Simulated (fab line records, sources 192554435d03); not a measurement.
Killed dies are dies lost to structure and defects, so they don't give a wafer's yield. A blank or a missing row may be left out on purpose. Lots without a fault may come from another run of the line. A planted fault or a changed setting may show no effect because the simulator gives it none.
fab line records | flow n5_finfet
record lots=5 wafers=15 last_day=17
route steps=1938 shown BEOL_M0@724
lots that met no fault: from a run of the same line without faults
start_h: hours from the record's first day to the start of the lot's first wafer shown | wait_h: hours since the lot's step before | " the same as in the row above | L1.1+2: a row that stands for several wafers | - no value, or no start given | * or withheld: withheld | < > ~ a bound
route shown NAME@n: a module of which the file shows steps, and the number in the route of the first | usual: mean/standard deviation of fault-free wafers | same: alike in all rows | chamber/n: place in a boat | sites: the reading at each site | _std_site: their standard deviation | _edge_site: outer sites' mean less inner sites' | radius_mm: how far each site lies from the wafer's centre | mask NAME#n: copy n | behind: the tool/chamber that last shaped the wafer | hold: why the lot was held/for how many hours/how that ended | device: the transistor (n, p or np) that didn't switch | end of line: the same wafers' tests at the end of the route | a step without rows: its recipe alone | killed: dies lost to structure and defects at the first sort, not the wafer's yield | map: a wafer's dies, x killed, . not, _ none there
set.NAME: the setting as run; set.NAME@STEP: as run at that earlier step | model.NAME: the simulator's own value behind a step, which no gauge read
lots at some steps of the route; a table a step, a row a wafer
services: from which hour (start_h, from the record's first day; less than 0 if before it) a tool's chamber was out of use, for how many hours, and why
## steps
# step N5_BEOL_M0_HM_STRIP_129
# recipe chemistry=peroxide_tin_strip material=TiN target_depth_a=170 temp_c=50 time_s=108
# usual bath_heat_duty_pct=7.1/0.83
# same time_s=108
# columns lot.wafer tool chamber start_h wait_h bath_heat_duty_pct
L080.2 wet_bench-02 5 152.52 0.0 7.3
L080.5 " 4 " " 6.6
L080.6 " 2 " " 6.3
L083.2 wet_bench-06 4 164.64 0.0 7.9
L083.3 " 0 " " 7.0
L083.6 " 6 " " 7.2
L090.2 wet_bench-04 5 211.35 0.0 8.3
L090.4 " 4 " " 6.4
L090.6 " 7 " " 5.9
L096.1 wet_bench-06 3 246.57 0.0 7.5
L096.2 " 6 " " 7.3
L096.3 " 2 " " 6.8
L097.1 wet_bench-02 7 256.25 0.0 7.4
L097.3 " 3 " " 7.8
L097.5 " 2 " " 7.3
# step N5_BEOL_M0_SRD_130
# recipe time_s=30 temp_c=23 rinse_liquid=diw dry=ipa_marangoni
# usual bath_heat_duty_pct=3.7/0.54
# same time_s=30
# columns lot.wafer tool chamber start_h wait_h bath_heat_duty_pct
L080.2 wet_bench-02 5 152.55 0.0 3.4
L080.5 " 4 " " 2.9
L080.6 " 2 " " 3.1
L083.2 wet_bench-06 4 164.67 0.0 4.1
L083.3 " 0 " " 3.2
L083.6 " 6 " " 2.8
L090.2 wet_bench-04 5 211.38 0.0 3.8
L090.4 " 4 " " 3.6
L090.6 " 7 " " 4.2
L096.1 wet_bench-06 3 246.61 0.0 3.9
L096.2 " 6 " " 3.7
L096.3 " 2 " " 3.6
L097.1 wet_bench-02 7 256.28 0.0 4.2
L097.3 " 3 " " 3.3
L097.5 " 2 " " 2.9
# step N5_BEOL_M0_ETCH_109
# recipe chemistry=CH3F/O2 target_depth_a=80 overetch_a=24 target=SiCN time_s=27.4 ion_energy_ev=120 pressure_mtorr=30 source_w=395 bias_w=75 Ar_flow_sccm=150 CH3F_flow_sccm=30 O2_flow_sccm=20
# usual O2_flow_sccm=20.00/0.058 drypump_motor_current_A=5.7/0.53 oes_product_au=0.70/0.063 rf_vpp_V=297.0/1.2 showerhead_plenum_p_Torr=1.99/0.051 throttle_valve_pct=16.38/0.24
# same time_s=27.4
# columns lot.wafer tool chamber start_h wait_h O2_flow_sccm drypump_motor_current_A oes_product_au rf_hours_counter_h rf_vpp_V showerhead_plenum_p_Torr throttle_valve_pct
L080.2 rie_diel-05 1 152.60 0.0 19.90 5.8 0.72 41 295.4 1.96 16.25
L080.5 " 2 " " 20.09 6.7 0.64 - 297.6 1.97 16.69
L080.6 " 1 " " 19.94 5.8 0.75 - 297.4 1.96 16.25
L083.2 rie_diel-05 0 164.74 0.1 20.04 5.1 0.74 58 297.1 1.97 16.25
L083.3 " 2 " " 20.00 6.7 0.62 179 296.6 1.97 16.70
L083.6 " 0 " " 20.08 5.1 0.73 - 296.7 1.97 16.26
L090.2 rie_diel-04 2 211.46 0.1 20.00 5.3 0.76 29 297.6 1.96 16.08
L090.4 " 3 " " 20.04 6.0 0.76 34 297.2 1.95 16.01
L090.6 " 1 " " 19.90 5.4 0.72 - 298.9 2.05 16.47
L096.1 rie_diel-04 1 247.29 0.7 20.00 5.5 0.69 77 298.0 2.05 16.48
L096.2 " 0 " " 20.03 5.9 0.65 149 295.7 1.91 16.23
L096.3 " 3 " " 19.92 6.0 0.74 46 295.3 1.95 16.05
L097.1 rie_diel-05 3 256.33 0.0 20.06 5.0 0.75 52 295.9 1.97 16.24
L097.3 " 2 " " 19.83 6.7 0.61 212 296.8 1.96 16.74
L097.5 " 1 " " 20.02 5.8 0.70 - 295.8 1.94 16.33
# step N5_BEOL_M0_STRIP_139
# recipe chemistry=post_etch_residue_remover time_s=60 temp_c=25 remover_ph=withheld remover_water_wt_pct=withheld remover_fluoride_wt_pct=withheld
# same time_s=60
# columns lot.wafer tool chamber start_h wait_h
L080.2+5+6 wet_bench-02 3,0,7 152.70 0.1
L083.2+3+6 wet_bench-02 2,5,3 164.85 0.1
L090.2+4+6 wet_bench-06 6,1,2 211.56 0.1
L096.1+2+3 wet_bench-04 7,5,1 247.40 0.1
L097.1+3+5 wet_bench-06 7,6,5 256.43 0.1
# step N5_BEOL_M0_SRD_111
# recipe time_s=30 temp_c=23 rinse_liquid=diw dry=ipa_marangoni
# usual bath_heat_duty_pct=3.7/0.47
# same time_s=30
# columns lot.wafer tool chamber start_h wait_h bath_heat_duty_pct
L080.2 wet_bench-02 3 152.72 0.0 4.4
L080.5 " 0 " " 3.6
L080.6 " 7 " " 3.4
L083.2 wet_bench-02 2 164.87 0.0 3.2
L083.3 " 5 " " 3.5
L083.6 " 3 " " 4.1
L090.2 wet_bench-06 6 211.58 0.0 4.0
L090.4 " 1 " " 3.0
L090.6 " 2 " " 3.5
L096.1 wet_bench-04 7 247.41 0.0 3.2
L096.2 " 5 " " 4.2
L096.3 " 1 " " 3.3
L097.1 wet_bench-06 7 256.45 0.0 4.5
L097.3 " 6 " " 3.6
L097.5 " 5 " " 3.2
# step N5_BEOL_M0_DEGAS_112
# recipe ambient=vacuum temp_c=250 time_s=60
# usual heater_power_w=340/32
# same time_s=60
# columns lot.wafer tool chamber start_h wait_h heater_power_w
L080.2 pvd_sputter-03 - 153.03 0.3 344
L080.5 " - " " 344
L080.6 " - " " 367
L083.2 pvd_sputter-03 - 165.29 0.4 369
L083.3 " - " " 341
L083.6 " - " " 345
L090.2 pvd_sputter-03 - 211.96 0.4 398
L090.4 " - " " 342
L090.6 " - " " 339
L096.1 pvd_sputter-03 - 247.60 0.2 368
L096.2 " - " " 343
L096.3 " - " " 403
L097.1 pvd_sputter-01 - 257.18 0.7 305
L097.3 " - " " 405
L097.5 " - " " 304
# step N5_BEOL_M0_PRE_CLEAN_113
# recipe gas=H2/He time_s=30 temp_c=250
# usual heater_power_w=340/32
# same time_s=30
# columns lot.wafer tool chamber start_h wait_h heater_power_w
L080.2 pvd_sputter-03 - 153.07 0.0 337
L080.5 " - " " 338
L080.6 " - " " 370
L083.2 pvd_sputter-03 - 165.33 0.0 360
L083.3 " - " " 338
L083.6 " - " " 353
L090.2 pvd_sputter-03 - 212.00 0.0 402
L090.4 " - " " 344
L090.6 " - " " 345
L096.1 pvd_sputter-03 - 247.64 0.0 366
L096.2 " - " " 342
L096.3 " - " " 407
L097.1 pvd_sputter-01 - 257.22 0.0 302
L097.3 " - " " 406
L097.5 " - " " 300
# step N5_BEOL_M0_ALD_136
# recipe material=TaN target_thk_a=* temp_c=275 ald_precursor_family=PDMAT ald_co_reactant=NH3 pressure_torr=3 carrier_flow_sccm=1500 pulse_time_s=2 purge_time_s=3 co_reactant_purge_time_s=2 co_reactant_pulse_time_s=3 ald_cycles=30 precursor_vessel_temp_c=75 precursor_vessel_pressure_torr=26.25 precursor_vessel_carrier_sccm=1000
# usual heater_power_w=410/41
# columns lot.wafer tool chamber start_h wait_h heater_power_w
L080.2 ald_metal-04 1 153.22 0.1 348
L080.5 " 1 " " 349
L080.6 " 0 " " 339
L083.2 ald_metal-03 1 165.39 0.0 415
L083.3 " 0 " " 494
L083.6 " 2 " " 379
L090.2 ald_metal-04 1 212.06 0.0 336
L090.4 " 0 " " 330
L090.6 " 0 " " 335
L096.1 ald_metal-01 2 247.70 0.0 436
L096.2 " 1 " " 454
L096.3 " 3 " " 409
L097.1 ald_metal-04 0 257.29 0.1 334
L097.3 " 2 " " 401
L097.5 " 1 " " 338
# step N5_BEOL_M0_SURFACE_TREAT_137
# recipe gas=Ar time_s=* ion_energy_ev=* ion_current_ma_cm2=0.5 pressure_mtorr=* ar_flow_sccm=30
# usual throttle_valve_pct=*
# same time_s=*
# columns lot.wafer tool chamber start_h wait_h throttle_valve_pct
L080.2 pvd_sputter-03 - 153.47 0.1 *
L080.5 " - " " *
L080.6 " - " " *
L083.2 pvd_sputter-03 - 165.63 0.1 *
L083.3 " - " " *
L083.6 " - " " *
L090.2 pvd_sputter-03 - 212.40 0.2 *
L090.4 " - " " *
L090.6 " - " " *
L096.1 pvd_sputter-01 - 248.01 0.2 *
L096.2 " - " " *
L096.3 " - " " *
L097.1 pvd_sputter-03 - 257.67 0.3 *
L097.3 " - " " *
L097.5 " - " " *
# step N5_BEOL_M0_CVD_115
# recipe material=Co target_thk_a=* temp_c=withheld precursor=CCTBA/H2 pressure_torr=30 time_s=120
# same time_s=120
# columns lot.wafer tool chamber start_h wait_h
L080.2+5+6 cvd_co-01 1,1,0 153.76 0.3
L083.2+3+6 cvd_co-02 0,2,2 165.70 0.1
L090.2+4+6 cvd_co-01 0,0,1 212.63 0.2
L096.1+2+3 cvd_co-02 2,1,0 248.09 0.1
L097.1+3+5 cvd_co-01 1,2,0 257.96 0.3
# step N5_BEOL_M0_SPUTTER_116
# recipe material=Cu target_thk_a=40 temp_c=-20 chamber_pressure_pa=0.07 power_w=withheld time_s=7.37
# usual throttle_valve_pct=29.7/1
# same time_s=7.37
# columns lot.wafer tool chamber start_h wait_h throttle_valve_pct
L080.2 pvd_sputter-02 - 154.21 0.4 30.4
L080.5 " - " " 30.0
L080.6 " - " " 30.4
L083.2 pvd_sputter-01 - 165.80 0.1 28.7
L083.3 " - " " 29.3
L083.6 " - " " 29.8
L090.2 pvd_sputter-01 - 213.75 1.1 29.4
L090.4 " - " " 31.9
L090.6 " - " " 28.3
L096.1 pvd_sputter-01 - 248.44 0.3 29.2
L096.2 " - " " 28.6
L096.3 " - " " 29.3
L097.1 pvd_sputter-02 - 258.88 0.9 28.4
L097.3 " - " " 30.3
L097.5 " - " " 29.9
# step N5_BEOL_M0_ANNEAL_117
# recipe temp_c=400 time_s=60 ambient=vacuum
# usual heater_power_w=852/87
# same time_s=60
# columns lot.wafer tool chamber start_h wait_h heater_power_w
L080.2 pvd_sputter-02 - 154.29 0.0 760
L080.5 " - " " 742
L080.6 " - " " 749
L083.2 pvd_sputter-01 - 165.88 0.0 884
L083.3 " - " " 743
L083.6 " - " " 970
L090.2 pvd_sputter-01 - 213.83 0.0 971
L090.4 " - " " 809
L090.6 " - " " 916
L096.1 pvd_sputter-01 - 248.52 0.0 746
L096.2 " - " " 908
L096.3 " - " " 1005
L097.1 pvd_sputter-02 - 258.96 0.0 822
L097.3 " - " " 760
L097.5 " - " " 876
# step N5_BEOL_M0_SPUTTER_132
# recipe material=Cu target_thk_a=40 temp_c=-20 chamber_pressure_pa=0.07 power_w=withheld time_s=7.37
# usual throttle_valve_pct=29.7/1
# same time_s=7.37
# columns lot.wafer tool chamber start_h wait_h throttle_valve_pct
L080.2 pvd_sputter-02 - 154.33 0.0 30.0
L080.5 " - " " 30.5
L080.6 " - " " 30.3
L083.2 pvd_sputter-01 - 165.92 0.0 28.4
L083.3 " - " " 29.6
L083.6 " - " " 29.3
L090.2 pvd_sputter-01 - 213.87 0.0 29.6
L090.4 " - " " 32.2
L090.6 " - " " 28.4
L096.1 pvd_sputter-01 - 248.56 0.0 29.2
L096.2 " - " " 28.6
L096.3 " - " " 29.3
L097.1 pvd_sputter-02 - 259.00 0.0 28.5
L097.3 " - " " 30.3
L097.5 " - " " 29.8
# step N5_BEOL_M0_ANNEAL_133
# recipe temp_c=400 time_s=60 ambient=vacuum
# usual heater_power_w=851/85
# same time_s=60
# columns lot.wafer tool chamber start_h wait_h heater_power_w
L080.2 pvd_sputter-02 - 154.41 0.0 757
L080.5 " - " " 737
L080.6 " - " " 747
L083.2 pvd_sputter-01 - 166.00 0.0 910
L083.3 " - " " 766
L083.6 " - " " 981
L090.2 pvd_sputter-01 - 213.95 0.0 996
L090.4 " - " " 813
L090.6 " - " " 938
L096.1 pvd_sputter-01 - 248.64 0.0 739
L096.2 " - " " 917
L096.3 " - " " 996
L097.1 pvd_sputter-02 - 259.08 0.0 803
L097.3 " - " " 770
L097.5 " - " " 883
# step N5_BEOL_M0_SPUTTER_134
# recipe material=Cu target_thk_a=40 temp_c=-20 chamber_pressure_pa=0.07 power_w=withheld time_s=7.37
# usual throttle_valve_pct=29.7/1.1
# same time_s=7.37
# columns lot.wafer tool chamber start_h wait_h throttle_valve_pct
L080.2 pvd_sputter-02 - 154.45 0.0 30.6
L080.5 " - " " 30.1
L080.6 " - " " 30.6
L083.2 pvd_sputter-01 - 166.04 0.0 28.3
L083.3 " - " " 29.5
L083.6 " - " " 28.9
L090.2 pvd_sputter-01 - 213.99 0.0 29.5
L090.4 " - " " 32.1
L090.6 " - " " 28.6
L096.1 pvd_sputter-01 - 248.68 0.0 29.1
L096.2 " - " " 28.4
L096.3 " - " " 29.6
L097.1 pvd_sputter-02 - 259.12 0.0 28.3
L097.3 " - " " 30.3
L097.5 " - " " 29.8
## services
# columns tool chamber start_h hours kind
rie_diel-04 - 148.85 0.1 repair
wet_bench-04 - 154.90 1.5 repair
cvd_co-02 2 167.15 5.6 repair
rie_diel-04 2 172.28 4.3 repair
rie_diel-05 0 185.05 3.2 repair
rie_diel-04 - 190.71 1.6 repair
ald_metal-03 - 198.21 2.6 repair
cvd_co-01 - 220.05 1.5 repair
rie_diel-05 1 230.89 5.4 repair
rie_diel-04 2 242.38 12.5 repair
## key
fault none
